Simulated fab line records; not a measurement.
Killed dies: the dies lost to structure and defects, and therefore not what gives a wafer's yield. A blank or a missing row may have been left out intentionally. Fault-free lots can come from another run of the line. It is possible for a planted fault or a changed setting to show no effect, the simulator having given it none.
Chamber matching    flow nand-harc    rie-diel-06 running NHARC_A_STAIRCASE_ETCH_292: 4 sister chambers
The step etches the open film in CF4/CHF3. 4 wafers are shown with their chamber, then 7 later ones without.

== WAFERS PAIRED WITH THEIR CHAMBERS ==
wafer   chamber  drypump-motor-current-A (A)
L079.1  2        5.5
L087.6  0        6.5
L092.1  1        6.0
L092.2  3        6.0

== WAFERS MISSING THEIR CHAMBER ==
wafer   drypump-motor-current-A (A)
L092.5  6.1
L093.1  6.0
L093.3  6.4
L093.4  5.4
L096.1  6.0
L096.2  6.0
L096.6  6.0

== CHAMBER TAKEN BY EACH ==
wafer   from the rows above      in truth
L092.5  can't be placed: 1 or 3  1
L093.1  can't be placed: 1 or 3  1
L093.3  0                        0
L093.4  2                        2
L096.1  can't be placed: 1 or 3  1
L096.2  can't be placed: 1 or 3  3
L096.6  can't be placed: 1 or 3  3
Correctly placed: 2 of 7. These rows do not allow placing 5 (true chamber among the candidates in 5). 0 placed wrongly.
How it was worked out, from the rows above alone: a wafer's distance from a chamber is the root of the sum, over the readings, of the square of ((its reading less the chamber's mean) divided by the reading's scatter). The wafer belongs to the nearest chamber; if the next one is less than 2 further off, it can't be placed. A chamber's mean is the mean of its shown wafers. The scatter: with one shown wafer a chamber, the root of the mean of the squares of how far each hidden wafer lies from its nearest shown one.
